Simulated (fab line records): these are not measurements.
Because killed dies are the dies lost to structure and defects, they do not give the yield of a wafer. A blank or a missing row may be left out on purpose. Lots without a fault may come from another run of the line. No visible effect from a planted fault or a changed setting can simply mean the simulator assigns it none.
A struck lot beside a sound one	flow n5_finfet	27 steps out of a route of 1938
Sound: the wafers L982.4, L982.5, L982.6. Struck: wafer L984.3. (L984.2, L984.5 of the same lot were not struck and are left out.) The cause comes at the end.
For every step that has rows: the tool of each side, followed by ch and its chambers, followed by its first start. Under that, the readings that differ: sound wafers	struck wafers	difference of the means	sigmas: that difference in standard deviations of wafers without a fault.
alike: words and numbers the same on both sides, and readings whose means are apart by under 2 such deviations; not compared: readings that were withheld, readings missing a value for some wafer, numbers with overlapping values and no deviation given by the record, and bounds like >300 which may hide the same value.
The two part at a step that has a row with sigmas, a row that says differs or no value, or rows on one side only. Numbers that have no deviation but don't overlap get no sigmas and don't part them. A reading that every wafer of one side lacks parts them only if that side has two wafers or more.

first, 9 steps without rows for these wafers: N5_WELL_APT_EXPOSE_22 (exposes mask PWELL, defocus 0 nm, target cd 200 nm); N5_WELL_APT_PEB_23 (peb time 90 s); N5_WELL_APT_DEVELOP_24 (develop time 45 s); N5_WELL_APT_HARDBAKE_29 (time 120 s); N5_WELL_APT_DESCUM_30 (chemistry O2, time 7.9 s); N5_WELL_APT_IMPLANT_31; N5_WELL_APT_IMPLANT_32; N5_WELL_APT_STRIP_33 (strips in SPM, time 900 s); N5_WELL_APT_RTA_34 (time 10 s).
N5_WELL_APT_OXIDE_STRIP_42: strips SiO2 in dHF, time 45 s, target depth 12 nm.
  sound on wet_bench-06 ch 2,3,7, day 4 21:46; struck on wet_bench-03 ch 6, day 5 10:17
  alike: temp_c
then, 4 steps without rows for these wafers: N5_WELL_APT_PRECLEAN_36 (cleans in O3/DIW, time 45 s); N5_WELL_APT_PRECLEAN_39 (cleans in dHF, time 60 s); N5_WELL_APT_SRD_37 (time 30 s); N5_WELL_APT_EPI_41 (deposits Si from SiH4/H2, target thk 50 nm, time 297.7 s).
N5_WELL_APT_INSPECT_38: inspects for defects (darkfield).
  sound on defect_inspect-02 at day 4 22:31; struck on defect_inspect-01 at day 5 11:01
reading	sound	struck	difference	sigmas
raw_defect_count	12 8 13	1370	+1359	+99 or more
then, 8 steps without rows for these wafers: N5_PMOS_HMC_CHANNEL_EPI_HM_DEP_34 (deposits SiO2 from TEOS/O2, target thk 36 nm, time 6.9 s); N5_PMOS_HMC_CHANNEL_EPI_COAT_31 (time 60 s, resist thk 66 nm); N5_PMOS_HMC_CHANNEL_EPI_COAT_03 (resist thk 205 nm); N5_PMOS_HMC_CHANNEL_EPI_EBR_05; N5_PMOS_HMC_CHANNEL_EPI_SOFTBAKE_04 (time 60 s); N5_PMOS_HMC_CHANNEL_EPI_EXPOSE_06 (exposes mask PMOS HMC BLK, target cd 240 nm); N5_PMOS_HMC_CHANNEL_EPI_PEB_07 (peb time 60 s); N5_PMOS_HMC_CHANNEL_EPI_DEVELOP_08 (develop time 30 s).
N5_PMOS_HMC_CHANNEL_EPI_INSPECT_11: inspects for defects (macro).
  sound on defect_inspect-01 at day 4 22:53; struck on defect_inspect-01 at day 5 11:31
reading	sound	struck	difference	sigmas
raw_defect_count	1 4 1	>300	differs	
then, 1 step without rows for these wafers: N5_PMOS_HMC_CHANNEL_EPI_DESCUM_14 (chemistry O2, time 7.9 s).
-- record jumps: 6 days separate the struck wafers' starts on either side; left off in module PMOS_HMC_CHANNEL_EPI, taken up again in module BEOL_M4, whose first shown step is the route's number 1111 --
N5_BEOL_M4_RC_MEAS_101:
  sound on prober-01 ch 0, day 11 21:01; struck on prober-02 ch 0, day 11 20:56
reading	sound	struck	difference	sigmas
DIBL_N (mV/V)	35.5 34.2 35.5	39.0	+3.9	+3
IOFF_P (nA/um)	0.215 0.199 0.211	0.272	+0.064	+2
SS_N (mV/dec)	71.2 70.8 71.2	72.5	+1.4	+3
VT_P (mV)	-250.6 -249.5 -249.6	-243.9	+6.0	+2
  alike: DIBL_P, IOFF_N, ION_N, ION_P, SS_P, VT_N
-- the record jumps here: 4 days lie between the struck wafers' starts before and after (it left off in module BEOL_M4 and takes up again in module PASSIVATION, whose first step shown is number 1936 of the route) --
N5_PASSIVATION_PROBE_49:
  the record has rows for the struck wafers here (prober-01, day 16 08:43) and none for the sound ones

## WHERE THEY PART
Last at N5_PASSIVATION_PROBE_49 as far as this record goes, first at N5_WELL_APT_INSPECT_38.

WHY: the cause the simulator had injected
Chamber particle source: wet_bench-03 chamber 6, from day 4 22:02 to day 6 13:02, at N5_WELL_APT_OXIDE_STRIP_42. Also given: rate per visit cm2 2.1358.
